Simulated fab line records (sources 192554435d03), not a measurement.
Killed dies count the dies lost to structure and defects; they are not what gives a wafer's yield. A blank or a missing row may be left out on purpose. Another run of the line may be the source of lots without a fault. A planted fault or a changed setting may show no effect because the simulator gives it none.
fab line records    flow n5Finfet
[record] lots = 24  wafers = 72  lastDay = 19
route steps=1938 shown BEOL_M6@1257 BEOL_M7@1263
lots that met no fault: taken from a fault-free run of the same line
startH: hours from the record's opening day to when the first of the lot's shown wafers began    waitH: time in hours since the lot's previous step    " same as the row above    L1.1+2: several wafers, shown together as one row    - either no value or no given start    * or withheld: withheld    < > ~ a bound
route shown NAME@n: NAME is a module with steps in the file, n the number in the route of the first one    usual: mean/standard deviation taken from wafers without a fault    same: alike in all rows    chamber/n: place in a boat    sites: each site's reading    _std_site: standard deviation across them    _edge_site: mean of outer sites minus mean of inner sites    radiusMm: how far each site lies from the wafer's centre    mask NAME#n: copy n    behind: the tool/chamber that last shaped the wafer    hold: cause of the lot's hold/its duration in hours/its outcome    device: transistor that didn't switch, given as n, p or np    end of line: at the end of the route, the tests of the same wafers    a step with no rows: only its recipe    killed: not the wafer's yield, but the dies lost to structure and defects at the first sort    map: the dies of a wafer, with x for killed, . for not killed, _ for no die there
set.NAME: the run value of the setting; set.NAME@STEP: its run value at that earlier step    model.NAME: the simulator's own value behind a step, which no gauge read
the route's steps for a sample of lots (tables are steps, rows are wafers)
services: a tool's chamber out of use, with start hour (startH, from the record's first day; less than 0 if before it), hours out, and reason
[[steps]]
[step N5_BEOL_M6_CMP_52]
[recipe] stopOn = SiCOH_lowk  tOverpolishS = 6.9  downForcePsi = 1  platenRpm = 50  clearingPlatenDownForcePsi = 1.5  clearingPlatenRpm = 50  postCmpClean = cuAlkaline  targetThkNm = 80  clearingPlatenPadVelocityMS = 0.99484  padVelocityMS = 0.99484
[usual] barrierFieldEndpointS = 28.6/0.75  motorCurrentA = 6.2/0.49  overpolishRunS = 6.900/0.01  timeToEndpointS = 62/3.3
lot.wafer  tool    chamber  startH  waitH  barrierFieldEndpointS  motorCurrentA  overpolishRunS  timeToEndpointS
L074.1     cmp-01  3        231.06  0.3    30.6                   5.5            6.912           72
L074.3     "       1        "       "      29.4                   6.7            6.912           63
L074.6     "       0        "       "      29.3                   6.0            6.901           61
L076.1     cmp-04  3        244.70  0.3    28.4                   6.4            6.899           63
L076.4     "       2        "       "      28.0                   6.4            6.911           61
L076.5     "       3        "       "      28.5                   6.1            6.902           65
L077.1     cmp-02  1        260.09  0.3    29.6                   7.0            6.910           60
L077.4     "       3        "       "      30.0                   7.3            6.898           64
L077.5     "       2        "       "      29.8                   6.7            6.911           64
L075.4     cmp-04  2        262.74  0.1    28.1                   6.7            6.908           58
L075.2     "       3        "       "      28.5                   6.1            6.909           60
L075.6     "       2        "       "      28.6                   6.4            6.872           60
L078.3     cmp-04  1        266.00  0.5    29.2                   6.3            6.882           59
L078.4     "       2        "       "      28.6                   6.5            6.909           62
L078.1     "       3        "       "      29.0                   6.4            6.908           63
L079.4     cmp-01  2        270.38  0.3    29.2                   6.6            6.909           62
L079.1     "       3        "       "      28.8                   5.5            6.904           65
L079.6     "       0        "       "      28.6                   5.7            6.898           65
L080.4     cmp-02  2        283.99  0.1    29.7                   6.4            6.890           65
L080.1     "       0        "       "      29.2                   5.9            6.912           65
L080.6     "       3        "       "      29.5                   7.1            6.895           63
L081.4     cmp-02  0        293.57  0.1    28.7                   5.5            6.914           63
L081.1     "       2        "       "      27.8                   6.7            6.893           62
L081.3     "       3        "       "      28.3                   7.0            6.888           61
L082.4     cmp-01  2        297.21  0.2    29.6                   6.9            6.897           66
L082.3     "       3        "       "      29.3                   5.9            6.907           70
L082.6     "       1        "       "      28.4                   6.1            6.911           63
L084.4     cmp-02  0        297.82  0.2    28.9                   5.6            6.896           65
L084.1     "       1        "       "      27.5                   6.6            6.889           60
L084.6     "       0        "       "      28.6                   5.6            6.900           65
L083.2     cmp-04  1        300.69  0.3    26.9                   6.3            6.907           57
L083.4     "       2        "       "      27.7                   6.6            6.904           59
L083.6     "       3        "       "      28.4                   6.3            6.902           60
L085.2     cmp-02  0        309.84  0.2    28.7                   5.7            6.890           64
L085.4     "       1        "       "      28.7                   6.7            6.889           60
L085.3     "       2        "       "      28.7                   7.0            6.885           69
L087.1     cmp-04  2        309.97  0.3    27.5                   6.3            6.884           56
L087.2     "       3        "       "      27.3                   5.9            6.891           57
L087.5     "       3        "       "      27.7                   5.9            6.895           57
L086.1     cmp-02  0        327.67  0.4    28.5                   6.0            6.889           64
L086.6     "       1        "       "      29.4                   6.4            6.915           65
L086.5     "       2        "       "      28.5                   6.4            6.905           64
L090.3     cmp-04  0        333.07  0.2    26.9                   5.8            6.908           59
L090.4     "       1        "       "      27.5                   6.3            6.916           53
L090.5     "       3        "       "      27.3                   6.0            6.898           58
L089.2     cmp-04  0        333.59  0.2    28.7                   5.7            6.908           65
L089.3     "       2        "       "      27.9                   6.3            6.886           59
L089.6     "       0        "       "      29.0                   5.7            6.901           63
L088.3     cmp-02  3        339.31  0.2    27.2                   7.1            6.892           61
L088.1     "       1        "       "      28.5                   6.7            6.905           59
L088.6     "       2        "       "      28.6                   6.6            6.919           61
L092.1     cmp-04  3        352.26  0.3    27.9                   6.0            6.908           61
L092.2     "       1        "       "      27.3                   6.2            6.896           58
L092.6     "       3        "       "      28.4                   5.9            6.891           60
L091.2     cmp-04  0        352.71  0.2    29.9                   6.0            6.892           66
L091.1     "       1        "       "      28.8                   6.3            6.908           62
L091.6     "       1        "       "      28.8                   6.7            6.902           60
L093.1     cmp-01  2        363.42  0.3    28.1                   6.3            6.910           59
L093.4     "       1        "       "      27.6                   6.3            6.914           59
L093.6     "       3        "       "      29.5                   5.4            6.895           65
L094.2     cmp-04  2        364.76  0.3    28.9                   6.6            6.906           63
L094.1     "       0        "       "      29.3                   5.8            6.916           64
L094.5     "       1        "       "      29.3                   6.2            6.896           60
L095.2     cmp-01  2        365.49  0.2    28.4                   6.5            6.919           60
L095.6     "       1        "       "      29.2                   6.5            6.901           60
L095.5     "       2        "       "      29.7                   6.9            6.909           63
L096.2     cmp-01  3        368.09  0.2    29.0                   5.8            6.907           64
L096.4     "       1        "       "      28.4                   5.9            6.897           59
L096.5     "       0        "       "      28.4                   5.5            6.899           56
L097.3     cmp-02  2        375.62  0.3    27.6                   6.4            6.899           58
L097.2     "       0        "       "      28.5                   5.8            6.908           59
L097.6     "       2        "       "      28.6                   6.5            6.903           56
[step N5_BEOL_M7_ILD_DEP_00]
[recipe] material = SiCOH_lowk  targetThkA = 1797.5  tempC = 300  precursor = DEMS/porogen  pressureTorr = 5  rfW = 500  timeS = 33.4
[usual] heaterPowerW = 331/58  showerheadPlenumPTorr = 5.746/0.019  throttleValvePct = 13.7/0.71
lot.wafer  tool      chamber  startH  waitH  heaterPowerW  showerheadPlenumPTorr  throttleValvePct
L074.1     pecvd-04  1        231.62  0.1    326           5.702                  13.6
L074.3     "         0        "       "      315           5.747                  14.3
L074.6     "         2        "       "      429           5.753                  13.4
L076.1     pecvd-02  0        245.24  0.0    225           5.745                  14.3
L076.4     "         2        "       "      367           5.735                  14.1
L076.5     "         1        "       "      309           5.722                  13.2
L077.1     pecvd-04  2        260.58  0.0    410           5.746                  13.2
L077.4     "         2        "       "      419           5.759                  13.2
L077.5     "         0        "       "      314           5.740                  14.5
L075.2     pecvd-02  0        263.22  0.0    252           5.753                  14.2
L075.4     "         2        "       "      380           5.759                  14.1
L075.6     "         1        "       "      271           5.725                  12.9
L078.1     pecvd-04  1        266.50  0.0    288           5.708                  13.3
L078.3     "         2        "       "      450           5.760                  13.2
L078.4     "         0        "       "      319           5.754                  14.1
L079.1     pecvd-01  0        270.79  0.0    329           5.731                  13.4
L079.4     "         1        "       "      281           5.771                  15.3
L079.6     "         0        "       "      324           5.748                  13.5
L080.1     pecvd-04  1        284.47  0.0    285           5.713                  13.3
L080.4     "         1        "       "      284           5.730                  13.0
L080.6     "         2        "       "      441           5.744                  13.1
L081.1     pecvd-04  0        294.06  0.0    339           5.745                  14.5
L081.3     "         1        "       "      260           5.723                  13.2
L081.4     "         1        "       "      265           5.713                  13.2
L082.3     pecvd-01  2        297.62  0.0    336           5.765                  12.6
L082.4     "         2        "       "      340           5.758                  12.5
L082.6     "         1        "       "      280           5.773                  15.4
L084.1     pecvd-02  2        298.27  0.0    389           5.743                  14.2
L084.4     "         1        "       "      273           5.717                  12.9
L084.6     "         0        "       "      237           5.748                  14.5
L083.2     pecvd-04  2        301.10  0.0    441           5.749                  13.3
L083.4     "         2        "       "      433           5.748                  13.5
L083.6     "         1        "       "      305           5.716                  13.5
L085.2     pecvd-04  0        310.33  0.0    340           5.748                  14.5
L085.3     "         1        "       "      286           5.730                  13.3
L085.4     "         2        "       "      420           5.761                  13.2
L087.1     pecvd-02  1        310.45  0.0    301           5.722                  13.2
L087.2     "         0        "       "      229           5.754                  14.1
L087.5     "         2        "       "      357           5.757                  14.0
L086.1     pecvd-01  1        328.05  0.0    227           5.780                  15.3
L086.5     "         0        "       "      340           5.755                  13.2
L086.6     "         1        "       "      229           5.771                  15.4
L090.3     pecvd-04  0        333.52  0.0    338           5.761                  14.5
L090.4     "         2        "       "      425           5.758                  13.4
L090.5     "         0        "       "      338           5.739                  14.5
L089.2     pecvd-04  2        334.07  0.0    445           5.761                  13.4
L089.3     "         1        "       "      287           5.715                  13.3
L089.6     "         1        "       "      293           5.733                  13.3
L088.1     pecvd-04  2        339.76  0.0    406           5.765                  13.2
L088.3     "         0        "       "      337           5.750                  14.2
L088.6     "         0        "       "      272           5.763                  14.4
L092.1     pecvd-01  2        352.75  0.0    343           5.745                  12.8
L092.2     "         0        "       "      316           5.737                  13.5
L092.6     "         0        "       "      319           5.753                  13.3
L091.1     pecvd-04  0        353.19  0.0    284           5.755                  14.8
L091.2     "         2        "       "      440           5.764                  13.5
L091.6     "         1        "       "      311           5.723                  13.3
L093.1     pecvd-01  1        363.93  0.0    273           5.798                  15.2
L093.4     "         1        "       "      279           5.775                  15.5
L093.6     "         0        "       "      281           5.748                  13.3
L094.1     pecvd-04  1        365.25  0.0    307           5.720                  13.3
L094.2     "         0        "       "      312           5.762                  14.4
L094.5     "         1        "       "      309           5.731                  13.2
L095.2     pecvd-04  1        365.94  0.0    301           5.732                  13.3
L095.5     "         1        "       "      304           5.704                  13.3
L095.6     "         2        "       "      450           5.763                  13.4
L096.2     pecvd-04  0        368.58  0.0    321           5.746                  14.4
L096.4     "         2        "       "      354           5.766                  13.7
L096.5     "         0        "       "      322           5.745                  14.5
L097.2     pecvd-01  2        376.11  0.0    319           5.753                  12.8
L097.3     "         0        "       "      346           5.754                  13.2
L097.6     "         2        "       "      325           5.741                  12.9
[step N5_BEOL_M7_OVL_MEAS_12]
[recipe] pointsPerWafer = 44
[usual] M7_OVL = -0.4/0.76
lot.wafer  tool        chamber  startH  waitH  M7_OVL[nm]
L074.1     overlay-02  0        233.94  0.0    -0.5
L074.3     "           0        "       "      -0.1
L074.6     "           0        "       "      -1.1
L076.1     overlay-02  0        247.96  0.0    -1.6
L076.4     "           0        "       "      -1.7
L076.5     "           0        "       "      -1.1
L077.1     overlay-02  0        262.04  0.0    -0.7
L077.4     "           0        "       "      -1.2
L077.5     "           0        "       "      -1.0
L075.2     overlay-01  0        265.41  0.0    -0.4
L075.4     "           0        "       "      -0.8
L075.6     "           0        "       "      -0.5
L078.1     overlay-01  0        269.05  0.0    -0.1
L078.3     "           0        "       "      0.4
L078.4     "           0        "       "      0.3
L079.1     overlay-02  0        272.59  0.0    -1.2
L079.4     "           0        "       "      -1.3
L079.6     "           0        "       "      -2.3
L080.1     overlay-01  0        287.68  0.0    0.9
L080.4     "           0        "       "      0.2
L080.6     "           0        "       "      1.6
L081.1     overlay-02  0        295.95  0.0    0.5
L081.3     "           0        "       "      0.4
L081.4     "           0        "       "      0.5
L082.3     overlay-02  0        300.13  0.0    -0.3
L082.4     "           0        "       "      -0.4
L082.6     "           0        "       "      0.2
L084.1     overlay-01  0        300.53  0.0    0.6
L084.4     "           0        "       "      -1.2
L084.6     "           0        "       "      -1.6
L083.2     overlay-02  0        304.11  0.0    -1.0
L083.4     "           0        "       "      0.3
L083.6     "           0        "       "      -0.4
L085.2     overlay-01  0        312.65  0.0    -0.1
L085.3     "           0        "       "      -0.4
L085.4     "           0        "       "      0.0
L087.1     overlay-01  0        312.81  0.0    0.2
L087.2     "           0        "       "      -0.1
L087.5     "           0        "       "      0.1
L086.1     overlay-01  0        330.99  0.0    0.8
L086.5     "           0        "       "      0.7
L086.6     "           0        "       "      -0.4
L090.3     overlay-02  0        335.24  0.0    -0.8
L090.4     "           0        "       "      -0.6
L090.5     "           0        "       "      -1.1
L089.2     overlay-01  0        335.57  0.0    -0.9
L089.3     "           0        "       "      0.4
L089.6     "           0        "       "      -0.9
L088.1     overlay-01  0        343.29  0.0    -0.7
L088.3     "           0        "       "      -0.9
L088.6     "           0        "       "      -1.0
L092.1     overlay-02  0        356.75  0.0    -1.4
L092.2     "           0        "       "      -0.5
L092.6     "           0        "       "      -0.5
L091.1     overlay-02  0        357.14  0.0    -0.7
L091.2     "           0        "       "      -0.4
L091.6     "           0        "       "      -1.3
L093.1     overlay-01  0        366.08  0.0    0.6
L093.4     "           0        "       "      -0.5
L093.6     "           0        "       "      -0.2
L095.2     overlay-01  0        369.54  0.0    -0.3
L095.5     "           0        "       "      -0.4
L095.6     "           0        "       "      -0.6
L094.1     overlay-02  0        369.70  0.0    -0.6
L094.2     "           0        "       "      -1.4
L094.5     "           0        "       "      -1.0
L096.2     overlay-01  0        370.14  0.0    0.2
L096.4     "           0        "       "      1.4
L096.5     "           0        "       "      -0.4
L097.2     overlay-01  0        378.85  0.0    0.2
L097.3     "           0        "       "      -0.9
L097.6     "           0        "       "      -0.1
[step N5_BEOL_M7_CD_MEAS_28]
[recipe] targetCdNm = 40  landingEnergyEv = 500  detector = seInlens
[usual] cdNm = 39.94/0.26
lot.wafer  tool      chamber  startH  waitH  cdNm
L074.1     cdSem-01  0        234.85  -      40.35
L074.3     "         0        "       "      39.40
L074.6     "         0        "       "      39.79
L076.1     cdSem-01  0        249.47  -      39.85
L076.4     "         0        "       "      40.01
L076.5     "         0        "       "      39.62
L077.1     cdSem-03  0        263.38  -      39.95
L077.4     "         0        "       "      40.39
L077.5     "         0        "       "      40.48
L075.2     cdSem-03  0        267.75  -      39.52
L075.4     "         0        "       "      40.00
L075.6     "         0        "       "      39.76
L078.1     cdSem-01  0        271.18  -      40.39
L078.3     "         0        "       "      39.73
L078.4     "         0        "       "      40.05
L079.1     cdSem-01  0        275.56  -      40.32
L079.4     "         0        "       "      39.80
L079.6     "         0        "       "      40.16
L080.1     cdSem-01  0        290.09  -      39.86
L080.4     "         0        "       "      40.56
L080.6     "         0        "       "      40.25
L081.1     cdSem-02  0        297.64  -      39.87
L081.3     "         0        "       "      39.58
L081.4     "         0        "       "      39.65
L082.3     cdSem-03  0        302.88  -      40.00
L082.4     "         0        "       "      39.56
L082.6     "         0        "       "      39.71
L084.1     cdSem-01  0        302.92  -      40.18
L084.4     "         0        "       "      40.06
L084.6     "         0        "       "      40.03
L083.2     cdSem-02  0        306.72  -      39.93
L083.4     "         0        "       "      39.56
L083.6     "         0        "       "      39.68
L085.2     cdSem-01  0        314.63  -      39.88
L085.3     "         0        "       "      40.00
L085.4     "         0        "       "      40.01
L087.1     cdSem-03  0        314.91  -      40.37
L087.2     "         0        "       "      40.10
L087.5     "         0        "       "      40.13
L086.1     cdSem-02  0        334.00  -      39.92
L086.5     "         0        "       "      40.14
L086.6     "         0        "       "      39.65
L090.3     cdSem-03  0        336.98  -      39.41
L090.4     "         0        "       "      40.11
L090.5     "         0        "       "      39.37
L089.2     cdSem-03  0        337.14  -      40.05
L089.3     "         0        "       "      39.68
L089.6     "         0        "       "      40.13
L088.1     cdSem-02  0        347.65  -      40.14
L088.3     "         0        "       "      40.17
L088.6     "         0        "       "      40.36
L092.1     cdSem-03  0        360.15  -      40.02
L092.2     "         0        "       "      39.64
L092.6     "         0        "       "      39.95
L091.1     cdSem-03  0        360.81  -      40.37
L091.2     "         0        "       "      39.81
L091.6     "         0        "       "      39.96
L093.1     cdSem-02  0        368.67  -      39.73
L093.4     "         0        "       "      39.88
L093.6     "         0        "       "      39.93
L094.1     cdSem-01  0        370.80  -      39.57
L094.2     "         0        "       "      39.70
L094.5     "         0        "       "      39.77
L095.2     cdSem-03  0        371.08  -      40.11
L095.5     "         0        "       "      40.14
L095.6     "         0        "       "      39.89
L096.2     cdSem-01  0        374.14  -      39.99
L096.4     "         0        "       "      39.99
L096.5     "         0        "       "      40.05
L097.2     cdSem-02  0        382.37  -      39.92
L097.3     "         0        "       "      40.26
L097.6     "         0        "       "      40.28
[step N5_BEOL_M7_INSPECT_30]
[recipe] mode = adi  inspectInstrument = brightfield
[usual] rawDefectCount = 381/84
lot.wafer  tool              chamber  startH  waitH  rawDefectCount
L074.1     defectInspect-01  -        234.94  0.1    287
L074.3     "                 -        "       "      335
L074.6     "                 -        "       "      308
L076.1     defectInspect-01  -        249.56  0.1    393
L076.4     "                 -        "       "      368
L076.5     "                 -        "       "      379
L077.1     defectInspect-01  -        263.46  0.1    540
L077.4     "                 -        "       "      428
L077.5     "                 -        "       "      323
L075.2     defectInspect-01  -        267.84  0.0    338
L075.4     "                 -        "       "      391
L075.6     "                 -        "       "      444
L078.1     defectInspect-01  -        271.27  0.1    556
L078.3     "                 -        "       "      417
L078.4     "                 -        "       "      418
L079.1     defectInspect-02  -        275.65  0.1    459
L079.4     "                 -        "       "      372
L079.6     "                 -        "       "      491
L080.1     defectInspect-01  -        290.18  0.1    360
L080.4     "                 -        "       "      391
L080.6     "                 -        "       "      371
L081.1     defectInspect-02  -        297.73  0.1    326
L081.3     "                 -        "       "      415
L081.4     "                 -        "       "      254
L082.3     defectInspect-02  -        302.97  0.0    383
L082.4     "                 -        "       "      681
L082.6     "                 -        "       "      282
L084.1     defectInspect-02  -        303.01  0.1    509
L084.4     "                 -        "       "      330
L084.6     "                 -        "       "      332
L083.2     defectInspect-01  -        306.81  0.0    442
L083.4     "                 -        "       "      363
L083.6     "                 -        "       "      457
L085.2     defectInspect-02  -        314.71  0.0    411
L085.3     "                 -        "       "      441
L085.4     "                 -        "       "      372
L087.1     defectInspect-01  -        315.00  0.1    523
L087.2     "                 -        "       "      445
L087.5     "                 -        "       "      547
L086.1     defectInspect-01  -        334.09  0.1    293
L086.5     "                 -        "       "      330
L086.6     "                 -        "       "      394
L090.3     defectInspect-01  -        337.07  0.1    243
L090.4     "                 -        "       "      349
L090.5     "                 -        "       "      317
L089.2     defectInspect-01  -        337.23  0.0    353
L089.3     "                 -        "       "      240
L089.6     "                 -        "       "      343
L088.1     defectInspect-01  -        347.74  0.1    346
L088.3     "                 -        "       "      344
L088.6     "                 -        "       "      458
L092.1     defectInspect-01  -        360.25  0.1    344
L092.2     "                 -        "       "      269
L092.6     "                 -        "       "      255
L091.1     defectInspect-01  -        360.90  0.1    298
L091.2     "                 -        "       "      283
L091.6     "                 -        "       "      246
L093.1     defectInspect-01  -        368.76  0.1    308
L093.4     "                 -        "       "      333
L093.6     "                 -        "       "      363
L094.1     defectInspect-01  -        370.89  0.1    284
L094.2     "                 -        "       "      287
L094.5     "                 -        "       "      409
L095.2     defectInspect-01  -        371.16  0.0    449
L095.5     "                 -        "       "      303
L095.6     "                 -        "       "      406
L096.2     defectInspect-01  -        374.23  0.0    501
L096.4     "                 -        "       "      358
L096.5     "                 -        "       "      405
L097.2     defectInspect-02  -        382.46  0.0    447
L097.3     "                 -        "       "      478
L097.6     "                 -        "       "      322
[step N5_BEOL_M7_DEGAS_44]
[recipe] ambient = vacuum  tempC = 250  timeS = 60
[usual] heaterPowerW = 305/37
lot.wafer  tool           chamber  startH  waitH  heaterPowerW
L074.1     pvdSputter-01  -        235.97  0.3    299
L074.3     "              -        "       "      319
L074.6     "              -        "       "      293
L076.1     pvdSputter-03  -        250.78  0.3    272
L076.4     "              -        "       "      290
L076.5     "              -        "       "      338
L077.1     pvdSputter-03  -        265.10  0.9    272
L077.4     "              -        "       "      282
L077.5     "              -        "       "      260
L075.2     pvdSputter-03  -        268.94  0.3    284
L075.4     "              -        "       "      274
L075.6     "              -        "       "      338
L078.1     pvdSputter-03  -        272.48  0.5    350
L078.3     "              -        "       "      279
L078.4     "              -        "       "      269
L079.1     pvdSputter-02  -        276.87  0.5    324
L079.4     "              -        "       "      389
L079.6     "              -        "       "      385
L080.1     pvdSputter-02  -        291.37  0.5    326
L080.4     "              -        "       "      286
L080.6     "              -        "       "      391
L081.1     pvdSputter-01  -        299.92  1.5    299
L081.3     "              -        "       "      350
L081.4     "              -        "       "      348
L082.3     pvdSputter-03  -        303.97  0.2    264
L082.4     "              -        "       "      275
L082.6     "              -        "       "      345
L084.1     pvdSputter-02  -        304.02  0.3    323
L084.4     "              -        "       "      384
L084.6     "              -        "       "      319
L083.2     pvdSputter-03  -        308.12  0.5    286
L083.4     "              -        "       "      270
L083.6     "              -        "       "      346
L085.2     pvdSputter-01  -        315.99  0.5    311
L085.3     "              -        "       "      349
L085.4     "              -        "       "      352
L087.1     pvdSputter-01  -        316.37  0.6    356
L087.2     "              -        "       "      350
L087.5     "              -        "       "      349
L086.1     pvdSputter-01  -        335.14  0.3    353
L086.5     "              -        "       "      359
L086.6     "              -        "       "      313
L090.3     pvdSputter-03  -        338.87  1.0    352
L090.4     "              -        "       "      266
L090.5     "              -        "       "      266
L089.2     pvdSputter-03  -        339.03  1.0    275
L089.3     "              -        "       "      344
L089.6     "              -        "       "      344
L088.1     pvdSputter-02  -        348.81  0.4    321
L088.3     "              -        "       "      285
L088.6     "              -        "       "      278
L092.1     pvdSputter-03  -        362.47  0.6    266
L092.2     "              -        "       "      353
L092.6     "              -        "       "      353
L091.1     pvdSputter-03  -        362.73  0.5    275
L091.2     "              -        "       "      342
L091.6     "              -        "       "      275
L093.1     pvdSputter-03  -        369.79  0.3    265
L093.4     "              -        "       "      345
L093.6     "              -        "       "      274
L094.1     pvdSputter-03  -        374.15  2.6    281
L094.2     "              -        "       "      268
L094.5     "              -        "       "      287
L095.2     pvdSputter-03  -        374.23  2.3    342
L095.5     "              -        "       "      282
L095.6     "              -        "       "      295
L096.2     pvdSputter-03  -        375.21  0.2    277
L096.4     "              -        "       "      352
L096.5     "              -        "       "      288
L097.2     pvdSputter-03  -        384.27  0.9    276
L097.3     "              -        "       "      286
L097.6     "              -        "       "      290
[[services]]
tool           chamber  startH  hours  kind
cmp-01         -        209.94  0.7    repair
cmp-04         -        210.22  3.0    repair
cmp-02         -        220.30  7.3    pm
cmp-04         -        222.11  5.8    pm
pecvd-01       -        227.82  5.1    repair
pvdSputter-02  -        228.43  5.9    repair
cmp-02         -        231.15  6.5    repair
cmp-02         -        238.36  4.0    pm
pecvd-04       0        248.19  5.5    scheduledDown
cmp-04         -        254.38  2.5    repair
cmp-01         -        263.67  4.0    pm
pecvd-01       -        284.69  6.0    pm
pecvd-02       -        308.73  1.0    repair
cmp-02         -        331.91  3.7    repair
cmp-04         -        340.38  1.5    repair
cmp-01         -        351.41  0.6    repair
cmp-01         -        356.48  5.5    pm
cmp-02         -        357.00  0.5    repair
pecvd-02       1        357.81  13.2   repair
cmp-02         -        362.91  10.7   pm
cmp-04         -        371.44  7.4    repair
pecvd-01       1        374.02  4.6    repair
pecvd-01       -        379.46  1.3    repair
pvdSputter-02  -        382.94  2.5    repair
[[key]]
fault none
